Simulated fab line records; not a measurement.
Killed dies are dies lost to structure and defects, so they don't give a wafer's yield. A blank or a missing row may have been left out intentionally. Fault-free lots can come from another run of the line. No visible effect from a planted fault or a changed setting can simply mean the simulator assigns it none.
Which tool was responsible? + flow n5-finfet + 24 lots, 72 wafers sampled, at 6 steps of a route of 1938

== WHAT EACH GAUGE READ, for each wafer ==
N5_BEOL_M1_THK_MEAS_53: measures by xrf. Usual: M1_THK typically reads 40.8 nm, with standard deviation 1.6.
| lot  | measured     | on            | M1_THK (nm)    | flag |
|------|--------------|---------------|----------------|------|
| L074 | day 6 12:04  | film-metro-01 | 40.9 39.7 39.9 |      |
| L075 | day 6 23:19  | film-metro-02 | 39.8 41.1 44.4 |      |
| L076 | day 7 01:00  | film-metro-01 | 39.0 42.7 41.8 |      |
| L077 | day 7 02:32  | film-metro-01 | 42.5 43.0 43.0 |      |
| L078 | day 7 14:16  | film-metro-01 | 42.6 40.2 43.8 |      |
| L079 | day 8 00:14  | film-metro-01 | 37.5 41.5 41.8 |      |
| L080 | day 8 03:38  | film-metro-02 | 42.1 42.4 41.8 |      |
| L081 | day 8 03:52  | film-metro-02 | 39.5 39.7 42.8 |      |
| L082 | day 8 16:40  | film-metro-01 | 38.8 39.4 39.5 |      |
| L083 | day 8 17:39  | film-metro-01 | 42.0 41.4 42.0 |      |
| L084 | day 9 13:59  | film-metro-02 | 40.1 43.4 42.2 |      |
| L085 | day 9 19:02  | film-metro-02 | 42.8 41.6 40.0 |      |
| L087 | day 9 23:38  | film-metro-01 | 42.6 40.7 42.5 |      |
| L086 | day 10 00:53 | film-metro-01 | 39.0 39.8 40.8 |      |
| L088 | day 10 03:58 | film-metro-01 | 37.3 40.8 42.4 |      |
| L089 | day 10 07:26 | film-metro-02 | 40.1 39.4 38.2 |      |
| L090 | day 10 10:41 | film-metro-02 | 41.1 44.0 42.1 |      |
| L091 | day 11 00:34 | film-metro-01 | 40.5 39.9 40.8 |      |
| L092 | day 11 03:16 | film-metro-01 | 39.7 39.4 42.8 |      |
| L093 | day 11 08:31 | film-metro-02 | 40.0 39.9 42.7 |      |
| L095 | day 11 17:42 | film-metro-01 | 38.8 42.4 41.3 |      |
| L094 | day 11 17:49 | film-metro-02 | 37.7 38.7 39.5 |      |
| L096 | day 12 09:23 | film-metro-02 | 40.9 41.7 42.8 |      |
| L097 | day 12 16:46 | film-metro-01 | 40.3 41.3 42.7 |      |

N5_BEOL_M2_THK_MEAS_01. Usual: M2_ILD_THK typically reads 79.7 nm, with standard deviation 0.96.
| lot  | measured     | on            | M2_ILD_THK (nm) | flag |
|------|--------------|---------------|-----------------|------|
| L074 | day 6 12:28  | film-metro-01 | 79.4 78.5 80.2  |      |
| L075 | day 6 23:44  | film-metro-02 | 78.2 79.6 80.4  |      |
| L076 | day 7 01:23  | film-metro-01 | 78.8 80.4 80.5  |      |
| L077 | day 7 02:56  | film-metro-01 | 79.6 81.0 80.1  |      |
| L078 | day 7 14:44  | film-metro-02 | 78.2 80.1 80.1  |      |
| L079 | day 8 00:38  | film-metro-02 | 80.2 79.0 81.5  |      |
| L080 | day 8 04:16  | film-metro-01 | 80.2 78.5 80.7  |      |
| L081 | day 8 04:29  | film-metro-02 | 80.2 79.3 80.8  |      |
| L082 | day 8 17:03  | film-metro-02 | 79.4 80.6 81.3  |      |
| L083 | day 8 18:08  | film-metro-01 | 79.0 80.4 80.3  |      |
| L084 | day 9 14:24  | film-metro-02 | 79.4 79.8 79.3  |      |
| L085 | day 9 19:32  | film-metro-01 | 78.6 79.9 79.1  |      |
| L087 | day 10 00:01 | film-metro-01 | 79.4 79.2 81.0  |      |
| L086 | day 10 01:16 | film-metro-02 | 79.8 79.3 81.8  |      |
| L088 | day 10 04:23 | film-metro-01 | 79.8 80.0 80.2  |      |
| L089 | day 10 07:52 | film-metro-01 | 78.9 80.3 79.6  |      |
| L090 | day 10 11:04 | film-metro-01 | 80.0 81.0 80.8  |      |
| L091 | day 11 00:58 | film-metro-02 | 78.5 79.5 80.3  |      |
| L092 | day 11 03:40 | film-metro-01 | 79.8 81.8 79.2  |      |
| L093 | day 11 08:54 | film-metro-02 | 79.6 78.7 80.7  |      |
| L095 | day 11 18:05 | film-metro-02 | 78.7 80.4 81.1  |      |
| L094 | day 11 18:13 | film-metro-02 | 79.2 80.6 79.6  |      |
| L096 | day 12 09:46 | film-metro-02 | 78.2 78.5 80.1  |      |
| L097 | day 12 17:12 | film-metro-02 | 77.1 78.8 78.7  |      |

== TOOL THAT RAN EACH LOT (tool first, then ch and the chambers of the sampled wafers, then the start) ==
| lot  | N5_BEOL_M1_ETCH_41                            | N5_BEOL_M1_SPUTTER_48        | N5_BEOL_M1_SPUTTER_94        | N5_BEOL_M1_CO_CAP_55             |
|------|-----------------------------------------------|------------------------------|------------------------------|----------------------------------|
| L074 | rie-diel-03 ch 1,2,3, day 6 09:26 or earlier  | pvd-sputter-03, day 6 09:26  | pvd-sputter-03, day 6 10:58  | cvd-co-01 ch 1,2, day 6 12:09    |
| L075 | rie-diel-03 ch 0,2,3, day 6 20:43 or earlier  | pvd-sputter-01, day 6 20:43  | pvd-sputter-01, day 6 22:15  | cvd-co-01 ch 1,2, day 6 23:26    |
| L076 | rie-diel-04 ch 0,2,3, day 6 22:09 or earlier  | pvd-sputter-03, day 6 22:09  | pvd-sputter-03, day 6 23:41  | cvd-co-01 ch 0,2, day 7 01:05    |
| L077 | rie-diel-03 ch 1,2,3, day 6 23:59 or earlier  | pvd-sputter-03, day 6 23:59  | pvd-sputter-03, day 7 01:32  | cvd-co-01 ch 1,2, day 7 02:37    |
| L078 | rie-diel-05 ch 2,3, day 7 11:43 or earlier    | pvd-sputter-03, day 7 11:43  | pvd-sputter-03, day 7 13:15  | cvd-co-02 ch 1,2, day 7 14:23    |
| L079 | rie-diel-05 ch 0,2,3, day 7 21:41 or earlier  | pvd-sputter-01, day 7 21:41  | pvd-sputter-01, day 7 23:14  | cvd-co-02 ch 1,2, day 8 00:19    |
| L080 | rie-diel-03 ch 0,1,2, day 8 01:02 or earlier  | pvd-sputter-02, day 8 01:02  | pvd-sputter-02, day 8 02:35  | cvd-co-02 ch 0,2, day 8 03:57    |
| L081 | rie-diel-04 ch 0,1, day 8 01:13 or earlier    | pvd-sputter-01, day 8 01:13  | pvd-sputter-01, day 8 02:45  | cvd-co-02 ch 0,2, day 8 04:10    |
| L082 | rie-diel-05 ch 1,3, day 8 14:07 or earlier    | pvd-sputter-03, day 8 14:07  | pvd-sputter-03, day 8 15:39  | cvd-co-02 ch 0,1,2, day 8 16:44  |
| L083 | rie-diel-03 ch 0,2,3, day 8 14:58 or earlier  | pvd-sputter-01, day 8 14:58  | pvd-sputter-01, day 8 16:30  | cvd-co-01 ch 1,2, day 8 17:49    |
| L084 | rie-diel-03 ch 1,3, day 9 11:26 or earlier    | pvd-sputter-03, day 9 11:26  | pvd-sputter-03, day 9 12:59  | cvd-co-02 ch 1,2, day 9 14:05    |
| L085 | rie-diel-05 ch 1,2, day 9 16:28 or earlier    | pvd-sputter-02, day 9 16:28  | pvd-sputter-02, day 9 18:01  | cvd-co-02 ch 0,2, day 9 19:11    |
| L087 | rie-diel-05 ch 2,3, day 9 21:05 or earlier    | pvd-sputter-02, day 9 21:05  | pvd-sputter-02, day 9 22:37  | cvd-co-02 ch 0,2, day 9 23:43    |
| L086 | rie-diel-04 ch 0,2, day 9 22:20 or earlier    | pvd-sputter-01, day 9 22:20  | pvd-sputter-01, day 9 23:52  | cvd-co-02 ch 0,1,2, day 10 00:58 |
| L088 | rie-diel-05 ch 0,1,2, day 10 01:25 or earlier | pvd-sputter-01, day 10 01:25 | pvd-sputter-01, day 10 02:57 | cvd-co-01 ch 0,1,2, day 10 04:02 |
| L089 | rie-diel-03 ch 0,1,3, day 10 04:53 or earlier | pvd-sputter-01, day 10 04:53 | pvd-sputter-01, day 10 06:25 | cvd-co-01 ch 0,2, day 10 07:31   |
| L090 | rie-diel-04 ch 1,3, day 10 08:07 or earlier   | pvd-sputter-02, day 10 08:07 | pvd-sputter-02, day 10 09:39 | cvd-co-01 ch 1,2, day 10 10:45   |
| L091 | rie-diel-03 ch 2,3, day 10 21:50 or earlier   | pvd-sputter-01, day 10 21:50 | pvd-sputter-01, day 10 23:22 | cvd-co-02 ch 0,1,2, day 11 00:38 |
| L092 | rie-diel-04 ch 0,1,2, day 11 00:40 or earlier | pvd-sputter-01, day 11 00:40 | pvd-sputter-01, day 11 02:13 | cvd-co-02 ch 0,1,2, day 11 03:21 |
| L093 | rie-diel-05 ch 1,2,3, day 11 05:43 or earlier | pvd-sputter-01, day 11 05:43 | pvd-sputter-01, day 11 07:15 | cvd-co-01 ch 0,1,2, day 11 08:35 |
| L095 | rie-diel-04 ch 0,1,3, day 11 15:09 or earlier | pvd-sputter-02, day 11 15:09 | pvd-sputter-02, day 11 16:41 | cvd-co-01 ch 0,1, day 11 17:46   |
| L094 | rie-diel-05 ch 1,2, day 11 15:16 or earlier   | pvd-sputter-03, day 11 15:16 | pvd-sputter-03, day 11 16:49 | cvd-co-02 ch 0,1,2, day 11 17:54 |
| L096 | rie-diel-03 ch 1,3, day 12 06:50 or earlier   | pvd-sputter-01, day 12 06:50 | pvd-sputter-01, day 12 08:22 | cvd-co-01 ch 1,2, day 12 09:27   |
| L097 | rie-diel-03 ch 0,1,3, day 12 14:03 or earlier | pvd-sputter-03, day 12 14:03 | pvd-sputter-03, day 12 15:35 | cvd-co-02 ch 1,2, day 12 16:53   |
- N5_BEOL_M1_ETCH_41: etches SiCN in CH3F/O2, target depth 31.9 nm, time 57.8 s.
- N5_BEOL_M1_SPUTTER_48: material Cu, target thk 4.5 nm, time 8.29 s.
- N5_BEOL_M1_SPUTTER_94: material Cu, target thk 4.5 nm, time 8.29 s.
- N5_BEOL_M1_CO_CAP_55: material Co, precursor CCTBA/H2, target thk 2 nm, time 102.1 s.

== WHAT THE TOOLS THEMSELVES READ (means of the sampled wafers that have a number; where no wafer has one, the mark that the record gives instead) ==
N5_BEOL_M1_ETCH_41. Usual: CH3F_flow_sccm 30.01 sccm, standard deviation 0.098; drypump-motor-current-A 5.6 A, standard deviation 0.53; mfc-ar-sccm 150.0 sccm, standard deviation 0.46; oes-product-au 0.80 a.u., standard deviation 0.09; rf-vpp-V 297.7 V, standard deviation 1.7; showerhead-plenum-p-Torr 2.02 Torr, standard deviation 0.074; throttle-valve-pct 16.39 %, standard deviation 0.24.
| lot  | tool        | CH3F_flow_sccm (sccm) | drypump-motor-current-A (A) | mfc-ar-sccm (sccm) | oes-product-au (a.u.) | rf-vpp-V (V) | showerhead-plenum-p-Torr (Torr) | throttle-valve-pct (%) | flag |
|------|-------------|-----------------------|-----------------------------|--------------------|-----------------------|--------------|---------------------------------|------------------------|------|
| L074 | rie-diel-03 | 29.90                 | 6.2                         | 150.3              | 0.72                  | 297.2        | 2.02                            | 16.60                  |      |
| L075 | rie-diel-03 | 30.02                 | 5.8                         | 150.1              | 0.73                  | 297.1        | 1.99                            | 16.64                  |      |
| L076 | rie-diel-04 | 30.02                 | 5.1                         | 149.9              | 0.75                  | 296.8        | 1.99                            | 16.29                  |      |
| L077 | rie-diel-03 | 29.97                 | 6.2                         | 149.7              | 0.71                  | 298.4        | 2.02                            | 16.61                  |      |
| L078 | rie-diel-05 | 30.05                 | 5.4                         | 149.8              | 0.94                  | 298.8        | 2.07                            | 16.18                  |      |
| L079 | rie-diel-05 | 30.06                 | 5.6                         | 149.8              | 0.89                  | 298.2        | 2.06                            | 16.15                  |      |
| L080 | rie-diel-03 | 30.01                 | 5.7                         | 150.1              | 0.74                  | 298.0        | 1.99                            | 16.50                  |      |
| L081 | rie-diel-04 | 30.02                 | 5.2                         | 150.4              | 0.74                  | 298.0        | 2.03                            | 16.29                  |      |
| L082 | rie-diel-05 | 30.03                 | 5.9                         | 150.3              | 0.86                  | 297.8        | 2.01                            | 16.14                  |      |
| L083 | rie-diel-03 | 30.04                 | 5.8                         | 149.6              | 0.82                  | 297.4        | 1.99                            | 16.51                  |      |
| L084 | rie-diel-03 | 29.94                 | 6.1                         | 150.2              | 0.80                  | 297.6        | 1.99                            | 16.51                  |      |
| L085 | rie-diel-05 | 30.05                 | 5.2                         | 150.0              | 0.90                  | 299.4        | 2.12                            | 16.37                  |      |
| L087 | rie-diel-05 | 30.03                 | 5.7                         | 150.1              | 0.88                  | 297.0        | 2.01                            | 16.11                  |      |
| L086 | rie-diel-04 | 30.08                 | 5.2                         | 150.0              | 0.72                  | 297.1        | 1.96                            | 16.21                  |      |
| L088 | rie-diel-05 | 30.06                 | 5.5                         | 150.0              | 0.85                  | 299.8        | 2.11                            | 16.33                  |      |
| L089 | rie-diel-03 | 30.02                 | 5.7                         | 150.0              | 0.80                  | 296.3        | 1.96                            | 16.56                  |      |
| L090 | rie-diel-04 | 30.01                 | 4.9                         | 149.6              | 0.73                  | 298.8        | 2.07                            | 16.56                  |      |
| L091 | rie-diel-03 | 30.04                 | 6.3                         | 149.7              | 0.94                  | 297.1        | 2.00                            | 16.31                  |      |
| L092 | rie-diel-04 | 29.96                 | 5.1                         | 150.2              | 0.71                  | 296.9        | 1.99                            | 16.42                  |      |
| L093 | rie-diel-05 | 30.11                 | 5.6                         | 150.4              | 0.86                  | 298.7        | 2.06                            | 16.28                  |      |
| L095 | rie-diel-04 | 29.95                 | 5.0                         | 149.4              | 0.72                  | 297.6        | 2.04                            | 16.47                  |      |
| L094 | rie-diel-05 | 30.01                 | 5.4                         | 149.5              | 0.85                  | 299.2        | 2.12                            | 16.44                  |      |
| L096 | rie-diel-03 | 29.99                 | 6.2                         | 149.7              | 0.83                  | 297.0        | 1.98                            | 16.54                  |      |
| L097 | rie-diel-03 | 30.01                 | 5.8                         | 150.2              | 0.78                  | 295.6        | 1.95                            | 16.58                  |      |

N5_BEOL_M1_SPUTTER_48. Usual: substrate-temp-c -19.99 C, standard deviation 0.1; throttle-valve-pct 29.6 %, standard deviation 1.3.
| lot  | tool           | substrate-temp-c (C) | throttle-valve-pct (%) | flag |
|------|----------------|----------------------|------------------------|------|
| L074 | pvd-sputter-03 | -20.06               | 30.7                   |      |
| L075 | pvd-sputter-01 | -19.97               | 28.9                   |      |
| L076 | pvd-sputter-03 | -19.95               | 29.4                   |      |
| L077 | pvd-sputter-03 | -20.02               | 29.3                   |      |
| L078 | pvd-sputter-03 | -19.98               | 29.0                   |      |
| L079 | pvd-sputter-01 | -20.15               | 29.1                   |      |
| L080 | pvd-sputter-02 | -19.97               | 30.3                   |      |
| L081 | pvd-sputter-01 | -19.85               | 28.0                   |      |
| L082 | pvd-sputter-03 | -19.97               | 30.7                   |      |
| L083 | pvd-sputter-01 | -19.92               | 29.0                   |      |
| L084 | pvd-sputter-03 | -20.02               | 29.5                   |      |
| L085 | pvd-sputter-02 | -19.92               | 29.7                   |      |
| L087 | pvd-sputter-02 | -20.03               | 29.7                   |      |
| L086 | pvd-sputter-01 | -20.09               | 30.1                   |      |
| L088 | pvd-sputter-01 | -20.03               | 29.1                   |      |
| L089 | pvd-sputter-01 | -19.92               | 30.2                   |      |
| L090 | pvd-sputter-02 | -19.90               | 29.5                   |      |
| L091 | pvd-sputter-01 | -19.95               | 29.0                   |      |
| L092 | pvd-sputter-01 | -19.88               | 28.9                   |      |
| L093 | pvd-sputter-01 | -20.00               | 29.1                   |      |
| L095 | pvd-sputter-02 | -19.90               | 30.0                   |      |
| L094 | pvd-sputter-03 | -20.00               | 29.9                   |      |
| L096 | pvd-sputter-01 | -19.95               | 30.2                   |      |
| L097 | pvd-sputter-03 | -20.09               | 29.3                   |      |

N5_BEOL_M1_SPUTTER_94. Usual: substrate-temp-c -20.01 C, standard deviation 0.12; throttle-valve-pct 29.6 %, standard deviation 1.3.
| lot  | tool           | substrate-temp-c (C) | throttle-valve-pct (%) | flag |
|------|----------------|----------------------|------------------------|------|
| L074 | pvd-sputter-03 | -19.98               | 30.8                   |      |
| L075 | pvd-sputter-01 | -20.07               | 29.0                   |      |
| L076 | pvd-sputter-03 | -20.01               | 29.4                   |      |
| L077 | pvd-sputter-03 | -20.01               | 29.3                   |      |
| L078 | pvd-sputter-03 | -20.02               | 28.9                   |      |
| L079 | pvd-sputter-01 | -20.11               | 29.1                   |      |
| L080 | pvd-sputter-02 | -20.01               | 30.4                   |      |
| L081 | pvd-sputter-01 | -20.04               | 28.0                   |      |
| L082 | pvd-sputter-03 | -19.98               | 30.9                   |      |
| L083 | pvd-sputter-01 | -20.03               | 29.0                   |      |
| L084 | pvd-sputter-03 | -20.07               | 29.5                   |      |
| L085 | pvd-sputter-02 | -20.03               | 29.5                   |      |
| L087 | pvd-sputter-02 | -20.11               | 29.8                   |      |
| L086 | pvd-sputter-01 | -19.91               | 30.0                   |      |
| L088 | pvd-sputter-01 | -20.02               | 29.1                   |      |
| L089 | pvd-sputter-01 | -19.94               | 30.1                   |      |
| L090 | pvd-sputter-02 | -20.11               | 29.5                   |      |
| L091 | pvd-sputter-01 | -20.09               | 29.1                   |      |
| L092 | pvd-sputter-01 | -20.03               | 28.9                   |      |
| L093 | pvd-sputter-01 | -20.05               | 29.0                   |      |
| L095 | pvd-sputter-02 | -19.82               | 30.0                   |      |
| L094 | pvd-sputter-03 | -19.97               | 29.7                   |      |
| L096 | pvd-sputter-01 | -19.95               | 30.1                   |      |
| L097 | pvd-sputter-03 | -19.95               | 29.2                   |      |

N5_BEOL_M1_CO_CAP_55. Usual: heater-power-w at 233 W, with a standard deviation of 32.
| lot  | tool      | heater-power-w (W) | flag |
|------|-----------|--------------------|------|
| L074 | cvd-co-01 | 265                |      |
| L075 | cvd-co-01 | 266                |      |
| L076 | cvd-co-01 | 243                |      |
| L077 | cvd-co-01 | 267                |      |
| L078 | cvd-co-02 | 204                |      |
| L079 | cvd-co-02 | 198                |      |
| L080 | cvd-co-02 | 240                |      |
| L081 | cvd-co-02 | 216                |      |
| L082 | cvd-co-02 | 225                |      |
| L083 | cvd-co-01 | 269                |      |
| L084 | cvd-co-02 | 211                |      |
| L085 | cvd-co-02 | 234                |      |
| L087 | cvd-co-02 | 238                |      |
| L086 | cvd-co-02 | 224                |      |
| L088 | cvd-co-01 | 247                |      |
| L089 | cvd-co-01 | 250                |      |
| L090 | cvd-co-01 | 265                |      |
| L091 | cvd-co-02 | 225                |      |
| L092 | cvd-co-02 | 226                |      |
| L093 | cvd-co-01 | 244                |      |
| L095 | cvd-co-01 | 219                |      |
| L094 | cvd-co-02 | 228                |      |
| L096 | cvd-co-01 | 268                |      |
| L097 | cvd-co-02 | 200                |      |

== THE ANSWER, worked out from the rows above alone ==
Rule: a lot counts as off when the mean over its wafers that have a number is more than 3 standard deviations away from the usual mean. Also off: a lot with no number at a reading for which 4 or more lots have one. Any other lot the step has rows for is counted as sound. Order of review: gauges by route order, followed by the tools' own readings, for which a lot's mean as printed above is used. The first step at which some lot is off is used, and at that step the reading that is off furthest; a lot without a number counts as furthest.
Across all readings shown, no lot is off: no conclusion can be drawn from this.

== WHAT THE SIMULATOR PUT IN ==
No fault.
